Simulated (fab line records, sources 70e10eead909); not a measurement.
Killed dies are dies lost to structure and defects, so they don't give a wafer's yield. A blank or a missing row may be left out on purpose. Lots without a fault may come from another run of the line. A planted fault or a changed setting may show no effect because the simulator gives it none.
Chamber matching | flow nand_harc | NHARC_P_M0_PRE_CLEAN_31 on pecvd-02: 3 sister chambers
The step time 12 s. 3 wafers are shown with their chamber, then 7 later ones without.

WAFERS WITH THEIR CHAMBER
wafer  | chamber | heater_power_w (W)
L308.5 | 0       | 735
L309.2 | 1       | 790
L309.3 | 2       | 495

WAFERS WITHOUT THEIR CHAMBER
wafer  | heater_power_w (W)
L309.4 | 789
L318.3 | 768
L318.4 | 504
L318.5 | 770
L319.1 | 476
L319.4 | 779
L319.5 | 489

WHICH CHAMBER EACH WENT THROUGH
wafer  | from the rows above     | in truth
L309.4 | 1                       | 1
L318.3 | can't be placed: 1 or 0 | 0
L318.4 | 2                       | 2
L318.5 | can't be placed: 1 or 0 | 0
L319.1 | 2                       | 2
L319.4 | 1                       | 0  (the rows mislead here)
L319.5 | 2                       | 2
Placed correctly: 4 of 7. Can't be placed from these rows: 2 (the true chamber is among the candidates in 2). Placed wrongly: 1.
How it was worked out, from the rows above alone: a wafer's distance from a chamber is the root of the sum, over the readings, of the square of ((its reading less the chamber's mean) divided by the reading's scatter). The wafer belongs to the nearest chamber; if the next one is less than 2 further off, it can't be placed. A chamber's mean is the mean of its shown wafers. The scatter: with one shown wafer a chamber, the root of the mean of the squares of how far each hidden wafer lies from its nearest shown one.
